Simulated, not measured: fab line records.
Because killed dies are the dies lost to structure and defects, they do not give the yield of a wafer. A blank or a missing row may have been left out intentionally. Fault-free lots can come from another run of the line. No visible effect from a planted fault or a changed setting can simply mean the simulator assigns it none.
Which tool was responsible? ; flow n5-finfet ; 27 wafers from 9 lots sampled at 5 of the route's 1938 steps

## WHAT THE GAUGES READ, wafer by wafer
N5_WELL_APT_OVL_MEAS_26. Usual: for PWELL_OVL the level is -2 nm and the standard deviation is 5.3.
lot;measured;on;PWELL_OVL (nm);flag
L145;day 2 14:59;overlay-01;-2 -6 -11;
L146;day 2 20:54;overlay-02;11 6 -2;
L149;day 3 14:50;overlay-01;-1 -1 0;
L151;day 4 03:23;overlay-01;-5 3 6;
L157;day 5 15:03;overlay-02;-1 -3 -10;
L158;day 5 21:02;overlay-02;-4 6 -4;
L161;day 6 15:27;overlay-02;-13 -8 -9;
L163;day 7 03:13;overlay-02;3 -6 -3;
L164;day 7 09:13;overlay-02;5 11 -3;

N5_PMOS_HMC_CHANNEL_EPI_OVL_MEAS_10. Usual: for PMOS_HMC_BLK_OVL the level is 0.0 nm and the standard deviation is 0.6.
lot;measured;on;PMOS_HMC_BLK_OVL (nm);flag
L145;day 2 17:18;overlay-01;0.5 -0.3 1.0;
L146;day 2 23:18;overlay-01;0.5 0.5 0.3;
L149;day 3 17:19;overlay-02;1.3 -0.1 0.6;
L151;day 4 05:45;overlay-02;0.3 0.3 0.3;
L157;day 5 17:31;overlay-01;0.0 0.2 0.0;
L158;day 5 23:38;overlay-02;0.5 -0.9 0.9;
L161;day 6 17:48;overlay-01;-0.4 0.0 -1.0;
L163;day 7 05:56;overlay-02;-0.5 -0.9 0.1;
L164;day 7 11:38;overlay-01;-0.4 0.3 0.3;

N5_BEOL_M4_RC_MEAS_101. Usual: DIBL_N 36.3 mV/V, standard deviation 1.1; DIBL_P 36.3 mV/V, standard deviation 1.4; IOFF_N 0.155 nA/um, standard deviation 0.019; IOFF_P 0.211 nA/um, standard deviation 0.027; ION_N 672 uA/um, standard deviation 8.5; ION_P 462 uA/um, standard deviation 5.8; SS_N 71.5 mV/dec, standard deviation 0.56; SS_P 73.3 mV/dec, standard deviation 0.52; VT_N 249.9 mV, standard deviation 2.5; VT_P -249.8 mV, standard deviation 2.8.
lot;measured;on;DIBL_N (mV/V);DIBL_P (mV/V);IOFF_N (nA/um);IOFF_P (nA/um);ION_N (uA/um);ION_P (uA/um);SS_N (mV/dec);SS_P (mV/dec);VT_N (mV);VT_P (mV);flag
L145;day 10 22:22;prober-01;37.2 36.5 35.9;37.1 36.6 35.2;0.172 0.161 0.140;0.244 0.243 0.227;676 672 669;472 467 469;71.9 71.8 71.0;73.9 73.0 72.7;248.4 247.0 252.1;-244.4 -247.3 -248.4;
L146;day 11 10:13;prober-01;36.3 34.8 36.3;36.4 33.7 35.6;0.166 0.135 0.171;0.199 0.167 0.199;684 677 691;462 463 465;71.2 71.3 71.8;73.6 72.6 73.6;248.7 252.9 248.2;-252.6 -251.8 -250.2;
L149;day 17 15:38;prober-02;35.6 35.7 36.2;35.6 36.2 36.6;0.134 0.138 0.144;0.184 0.190 0.195;670 664 668;460 463 461;71.4 71.3 71.4;73.3 72.7 73.2;250.1 251.8 250.7;-253.3 -253.4 -251.7;
L151;day 14 10:34;prober-02;36.8 37.9 37.7;35.7 37.1 37.4;0.137 0.163 0.156;0.201 0.222 0.216;677 675 672;467 468 461;70.4 71.6 71.7;72.5 73.2 74.0;250.5 249.0 248.3;-250.7 -246.1 -251.8;
L157;day 15 15:35;prober-01;35.4 35.7 34.8;36.2 37.6 35.6;0.143 0.146 0.134;0.196 0.219 0.186;665 669 658;461 463 454;71.9 71.4 72.3;73.2 73.5 73.0;253.8 252.3 252.1;-252.5 -248.9 -251.9;
L158;day 16 16:17;prober-01;36.3 36.7 35.7;36.6 36.6 35.8;0.168 0.178 0.158;0.226 0.231 0.221;687 688 690;470 471 471;71.9 71.6 71.9;73.7 74.1 73.8;247.1 243.7 247.6;-248.9 -246.9 -246.9;
L161;day 17 06:04;prober-02;36.5 40.0 37.1;36.4 40.9 37.2;0.150 0.228 0.171;0.210 0.301 0.236;676 699 677;466 479 471;71.5 72.5 71.1;72.9 74.0 73.1;250.0 242.9 246.3;-250.0 -244.8 -247.0;
L163;day 17 17:07;prober-01;35.6 36.3 36.0;35.2 34.7 35.2;0.158 0.159 0.158;0.210 0.200 0.205;682 666 675;464 459 458;72.1 72.0 71.3;73.3 73.4 73.0;248.2 249.2 249.8;-248.4 -250.9 -249.2;
L164;day 16 04:41;prober-02;37.2 38.7 37.2;36.6 36.8 35.6;0.171 0.196 0.161;0.241 0.250 0.223;678 671 674;467 461 464;72.2 72.8 71.9;73.7 73.2 73.3;251.6 246.3 247.5;-246.2 -246.9 -249.5;

## WHAT TOOL EACH LOT RAN ON (gives the tool, then ch and the chambers of the sampled wafers, and finally the start)
lot;N5_FIN_SAQP_ALD_61;N5_FIN_SAQP_ETCH_51
L145;ald-sin-04 ch 1,2, day 2 20:55;rie-diel-05 ch 0,1, day 2 22:28
L146;ald-sin-04 ch 1,2,3, day 3 02:43;rie-diel-02 ch 0,1,3, day 3 04:11
L149;ald-sin-04 ch 0,1,2, day 3 21:31;rie-diel-02 ch 0,1, day 3 23:02
L151;ald-sin-04 ch 1,2, day 4 09:10;rie-diel-04 ch 0,1,2, day 4 10:24
L157;ald-sin-04 ch 0,3, day 5 20:59;rie-diel-04 ch 1,2, day 5 22:20
L158;ald-sin-04 ch 0,1,2, day 6 03:08;rie-diel-02 ch 0,2,3, day 6 04:28
L161;ald-sin-02 ch 1,2,3, day 6 20:46;rie-diel-02 ch 0,1,3, day 6 22:10
L163;ald-sin-02 ch 0,1,2, day 7 09:03;rie-diel-02 ch 1,2,3, day 7 10:29
L164;ald-sin-02 ch 1,2,3, day 7 15:30;rie-diel-02 ch 2,3, day 7 17:05
- N5_FIN_SAQP_ALD_61: deposits SiO2, target thk 4 nm, pulse time 1 s, purge time 2 s.
- N5_FIN_SAQP_ETCH_51: etches SiARC in CF4, target depth 45.5 nm, time 75.8 s.

## WHAT THE TOOLS THEMSELVES READ (means of the sampled wafers that have a number; where no wafer has one, the mark that the record gives instead)
N5_FIN_SAQP_ALD_61. Usual: heater-power-w 462 W, standard deviation 44; precursor-pulse-height-rel 1.001, standard deviation 0.021; susceptor-temp-C 299.98 C, standard deviation 0.18.
lot;tool;heater-power-w (W);precursor-pulse-height-rel;susceptor-temp-C (C);flag
L145;ald-sin-04;423;0.998;299.93;
L146;ald-sin-04;470;1.013;300.02;
L149;ald-sin-04;450;1.008;300.08;
L151;ald-sin-04;434;1.013;299.83;
L157;ald-sin-04;406;1.005;272.33;OFF
L158;ald-sin-04;363;0.993;272.38;OFF
L161;ald-sin-02;447;0.992;300.19;
L163;ald-sin-02;449;1.002;299.84;
L164;ald-sin-02;459;0.982;299.93;

N5_FIN_SAQP_ETCH_51. Usual: bias-w 35.99 W (standard deviation 0.11); drypump-motor-current-A 5.6 A (standard deviation 0.36); etch-rf-on-time-s 76.0 s (standard deviation 0.92); oes-product-au 0.66 a.u. (standard deviation 0.072); rf-vpp-V 184.0 V (standard deviation 1.3); showerhead-plenum-p-Torr 2.13 Torr (standard deviation 0.076); throttle-valve-pct 15.69 % (standard deviation 0.13).
lot;tool;bias-w (W);drypump-motor-current-A (A);etch-rf-on-time-s (s);oes-product-au (a.u.);rf-vpp-V (V);showerhead-plenum-p-Torr (Torr);throttle-valve-pct (%);flag
L145;rie-diel-05;35.98;6.0;78.2;0.59;184.8;2.14;15.81;
L146;rie-diel-02;35.93;5.7;76.7;0.67;183.6;2.12;15.58;
L149;rie-diel-02;36.05;5.6;75.5;0.64;183.1;2.12;15.55;
L151;rie-diel-04;36.03;5.6;76.4;0.69;183.5;2.09;15.70;
L157;rie-diel-04;36.04;5.3;75.8;0.68;183.7;2.12;15.67;
L158;rie-diel-02;35.99;5.6;76.4;0.67;184.7;2.12;15.63;
L161;rie-diel-02;35.90;5.7;76.2;0.64;183.6;2.11;15.64;
L163;rie-diel-02;35.90;5.7;76.6;0.66;185.2;2.17;15.65;
L164;rie-diel-02;36.08;5.6;76.8;0.67;184.2;2.12;15.72;

## THE ANSWER, worked out from the rows above alone
Rule: take the mean of a lot's wafers that have a number; if it is more than 3 standard deviations from the usual mean, the lot is off. A lot without any number at a reading at which 4 lots or more have one is off too. Where the step has rows for the other lots, those lots are counted as sound. First the gauges in route order, then the tools' own readings, where a lot's mean is used as printed above. At the first step where some lot is off, the reading lying furthest off is the one used; lots without a number count as furthest.
Off: L157, L158 (N5_FIN_SAQP_ALD_61, susceptor-temp-C).
A tool fits if, at that step or a process step before it, it ran every lot that is off, and no sound lot after the first of them. One fits: ald-sin-04 at N5_FIN_SAQP_ALD_61. A fault onset in the window from L151 (day 4 09:10, its last sound lot) to L157 (day 5 20:59, its first lot off) fits.
The tool's own readings at N5_FIN_SAQP_ALD_61 bear it out: on the lots that are off they differ by more than 5 times the standard deviation of the sound lots' means. susceptor-temp-C reads 272.36 C there against 299.97 C on the sound lots.

## WHAT HAD BEEN PUT IN BY THE SIMULATOR
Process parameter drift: ald-sin-04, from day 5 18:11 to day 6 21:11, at N5_FIN_SAQP_ALD_61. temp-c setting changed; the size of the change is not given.
Shown lots that were struck: L157, L158. Same finding as the rule above.
